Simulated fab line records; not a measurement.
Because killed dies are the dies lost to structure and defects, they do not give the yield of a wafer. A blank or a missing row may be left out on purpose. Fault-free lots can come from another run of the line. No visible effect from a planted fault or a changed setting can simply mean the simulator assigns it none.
A struck lot beside a sound one | flow n5-finfet | 16 steps out of a route of 1938
Sound: these wafers, L726.1, L726.4, L726.5. Struck: wafer L742.4 (left out: L742.2, a lot-mate that was not struck); the cause follows at the end.
Order at every step that has rows: each side's tool, ch and its chambers, its first start. Under that, the readings that differ: sound wafers | struck wafers | difference of the means | sigmas: that difference in standard deviations of wafers without a fault.
alike: words and numbers the same on both sides, and readings whose means are apart by under 2 such deviations; not compared: readings that were withheld, readings missing a value for some wafer, numbers with overlapping values and no deviation given by the record, and bounds like >300 which may hide the same value.
A row with sigmas, a row that says differs or no value, or rows on one side alone: a step with any of these is where the two part. When numbers do not overlap yet have no deviation, they are printed without sigmas and do not part them. A reading missing from all wafers of one side parts the sides only when that side holds two or more wafers.

first, 4 steps without rows for these wafers: N5_BEOL_M2_SOFTBAKE_23 (time 60 s); N5_BEOL_M2_EXPOSE_25 (exposes mask V1, defocus 5 nm); N5_BEOL_M2_PEB_26 (peb time 60 s); N5_BEOL_M2_DEVELOP_27 (develop time 30 s).
N5_BEOL_M2_CD_MEAS_28: target cd 26.2 nm, target cd y 24.1 nm.
  sound on cd-sem-03 ch 0, day 6 18:50; struck on cd-sem-01 ch 0, day 10 11:07
  alike: cd-nm
N5_BEOL_M2_OVL_MEAS_29:
  sound on overlay-01 ch 0, day 6 18:52; struck on overlay-02 ch 0, day 10 11:08
  alike: V1_OVL
N5_BEOL_M2_INSPECT_30: inspects for defects (brightfield).
  struck on defect-inspect-01, day 10 11:12; sound on defect-inspect-02, day 6 18:55
  alike: raw-defect-count
N5_BEOL_M2_DESCUM_33: chemistry O2, time 7 s.
  sound on rie-diel-03 ch 0,1,3, day 6 18:58; struck on rie-diel-01 ch 2, day 10 11:19
  alike: bias-power-w, drypump-motor-current-A, o2-flow-sccm, oes-product-au, rf-vpp-V, showerhead-plenum-p-Torr, throttle-valve-pct
  not compared: rf-hours-counter-h
N5_BEOL_M2_ETCH_77: etches underlayer in N2/H2, target depth 6.5 nm, time 5.2 s.
  sound on rie-diel-03 ch 0,1,3, day 6 18:59; struck on rie-diel-01 ch 2, day 10 11:21
  reading               | sound          | struck | difference | sigmas
  etch-rf-on-time-s (s) | 5.40 5.20 5.28 | 5.16   | -0.13      | -2
  alike: bias-w, drypump-motor-current-A, h2-flow-sccm, oes-product-au, rf-vpp-V, showerhead-plenum-p-Torr, throttle-valve-pct
  not compared: rf-hours-counter-h
N5_BEOL_M2_ETCH_69: etches SiARC in CF4, target depth 15.6 nm, time 26 s.
  sound on rie-diel-03 ch 0,1,3, day 6 19:01; struck on rie-diel-01 ch 2, day 10 11:22
  reading               | sound          | struck | difference | sigmas
  etch-rf-on-time-s (s) | 26.7 26.1 26.2 | 25.4   | -0.9       | -3
  alike: bias-w, drypump-motor-current-A, oes-product-au, rf-vpp-V, showerhead-plenum-p-Torr, throttle-valve-pct
  not compared: rf-hours-counter-h
N5_BEOL_M2_ALD_98: deposits SiO2, target thk 2.5 nm, pulse time 1 s, co reactant pulse time 1 s.
  sound on ald-sin-03 ch 0,1,3, day 6 19:05; struck on ald-sin-04 ch 3, day 10 11:32
  reading            | sound    | struck | difference | sigmas
  heater-power-w (W) | 76 78 81 | 61     | -17        | -3
  alike: precursor-pulse-height-rel
N5_BEOL_M2_ETCHBACK_99: etches SiO2 in CHF3, target depth 5 nm, time 10.4 s.
  sound on rie-diel-01 ch 0,1, day 6 19:22; struck on rie-diel-03 ch 1, day 10 12:44
  alike: CHF3_flow_sccm, bias-w, drypump-motor-current-A, oes-product-au, rf-vpp-V, showerhead-plenum-p-Torr, throttle-valve-pct
  not compared: rf-hours-counter-h
N5_BEOL_M2_ETCH_70: etches SOC in N2/H2, target depth 80 nm, overetch 24 nm, time 130 s.
  sound on rie-diel-01 ch 0,1, day 6 19:23; struck on rie-diel-03 ch 1, day 10 12:47
  reading                                    | sound     | struck | difference | sigmas
  model.SiARC_of_BEOL_M2_COAT_68.thk-nm (nm) | 6 5.8 5.8 | 7.6    | +1.7       |
  alike: bias-w, drypump-motor-current-A, h2-flow-sccm, oes-product-au, rf-vpp-V, showerhead-plenum-p-Torr, throttle-valve-pct
  not compared: rf-hours-counter-h
then, 1 step without rows for these wafers: N5_BEOL_M2_STRIP_71 (strips in N2/H2).
N5_BEOL_M4_RC_MEAS_101:
  sound on prober-02 ch 0, day 7 22:27; struck on prober-01 ch 0, day 11 15:43
  reading       | sound       | struck | difference | sigmas
  ION_P (uA/um) | 473 470 467 | 454    | -16        | -2
  alike: DIBL_N, DIBL_P, IOFF_N, IOFF_P, ION_N, SS_N, SS_P, VT_N, VT_P
-- the record jumps here: 4 days lie between the struck wafers' starts before and after (it left off in module BEOL_M4 and takes up again in module PASSIVATION, whose first step shown is number 1936 of the route) --
N5_PASSIVATION_PROBE_49:
  only the struck wafers here have rows in the record (prober-02, day 15 23:13); the sound ones have none

== WHERE THEY PART ==
First at N5_BEOL_M2_ETCH_77; last, within this record, at N5_PASSIVATION_PROBE_49.

WHY: what the simulator had put in
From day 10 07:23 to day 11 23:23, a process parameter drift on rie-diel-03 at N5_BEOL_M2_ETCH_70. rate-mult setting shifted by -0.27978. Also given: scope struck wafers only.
